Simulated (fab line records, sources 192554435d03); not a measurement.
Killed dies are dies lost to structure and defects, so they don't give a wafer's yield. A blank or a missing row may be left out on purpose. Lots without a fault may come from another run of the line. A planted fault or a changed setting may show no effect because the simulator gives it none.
One fault seen from 2 desks | flow n5_finfet | each desk has only its own numbers; what lay behind them comes last

THE METROLOGY DESK
What the gauges read, lot by lot, whatever tool the lot ran on: means of the sampled wafers that have a number. A lot is out of limits, marked OUT, if its mean lies more than 4 standard deviations from the usual mean; the brackets give that distance. Of its 12 readings 7 are shown: those that lie furthest out on some lot.
Columns: A = DIBL_N at N5_BEOL_M4_RC_MEAS_101, usual 36.3 mV/V; B = IOFF_N at N5_BEOL_M4_RC_MEAS_101, usual 0.16 nA/um; C = IOFF_P at N5_BEOL_M4_RC_MEAS_101, usual 0.21 nA/um; D = ION_N at N5_BEOL_M4_RC_MEAS_101, usual 675 uA/um; E = ION_P at N5_BEOL_M4_RC_MEAS_101, usual 462 uA/um; F = VT_N at N5_BEOL_M4_RC_MEAS_101, usual 249 mV; G = VT_P at N5_BEOL_M4_RC_MEAS_101, usual -250 mV
lot  | first seen here | A    | B    | C    | D   | E   | F   | G
L806 | day 2 22:13     | 35.6 | 0.15 | 0.20 | 665 | 453 | 251 | -253
L809 | day 3 17:04     | 34.6 | 0.12 | 0.15 | 663 | 454 | 254 | -255
L820 | day 6 11:58     | 37.8 | 0.20 | 0.30 | 683 | 475 | 246 | -242
L822 | day 6 23:16     | 37.6 | 0.15 | 0.17 | 663 | 450 | 252 | -255
L825 | day 7 17:24     | 36.9 | 0.16 | 0.22 | 669 | 462 | 252 | -248
L828 | day 8 10:59     | 38.9 | 0.21 | 0.22 | 691 | 462 | 247 | -251
This desk's finding: nothing out of limits on any of the 6 lots.

THE TOOL OWNER'S DESK: rie_diel-05
The tool's own readings at N5_DUMMY_GATE_ETCH_42 (etches SiO2 in CHF3/O2, target depth 3.5 nm, time 31 s): means of the sampled wafers that have a number, for each lot that ran on this tool. A lot is out of limits, marked OUT, if its mean lies more than 4 standard deviations from the usual mean; the brackets give that distance.
Columns: A = bias_w at N5_DUMMY_GATE_ETCH_42, usual 12.00 W; B = drypump_motor_current_A at N5_DUMMY_GATE_ETCH_42, usual 5.8 A; C = oes_ar_750_au at N5_DUMMY_GATE_ETCH_42, usual 0.76 a.u.; D = oes_product_au at N5_DUMMY_GATE_ETCH_42, usual 0.77 a.u.; E = rf_vpp_V at N5_DUMMY_GATE_ETCH_42, usual 42.3 V; F = showerhead_plenum_p_Torr at N5_DUMMY_GATE_ETCH_42, usual 2.42 Torr; G = throttle_valve_pct at N5_DUMMY_GATE_ETCH_42, usual 18.84 %
lot  | first seen here | A              | B   | C    | D    | E               | F    | G
L806 | day 2 22:59     | 11.97          | 6.2 | 0.80 | 0.80 | 42.3            | 2.40 | 18.70
L820 | day 6 12:43     | 9.60 (-75) OUT | 6.2 | 0.78 | 0.77 | 35.4 (-6.9) OUT | 2.43 | 18.81
L822 | day 6 23:52     | 9.58 (-76) OUT | 5.6 | 0.78 | 0.75 | 35.7 (-6.6) OUT | 2.48 | 18.73
This desk's finding: out of limits on L820, L822; first on L820, day 6 12:43 (bias_w at N5_DUMMY_GATE_ETCH_42). In limits: L806.

PUT TOGETHER
The tool owner's desk could have raised an alarm at day 6 12:43, on L820, L822.
The metrology desk saw nothing out of limits.
The metrology desk has L820, L822 on record, within its limits.
Of the lots named, all ran N5_DUMMY_GATE_ETCH_42 on rie_diel-05.

WHAT THE SIMULATOR HAD PUT IN
Process parameter drift: rie_diel-05, from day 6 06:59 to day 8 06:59, at N5_DUMMY_GATE_ETCH_42. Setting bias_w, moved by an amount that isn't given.
Lots struck among those shown: L820, L822.
Hours from the fault's start to each desk's first reading out of limits: the tool owner's desk, 6.
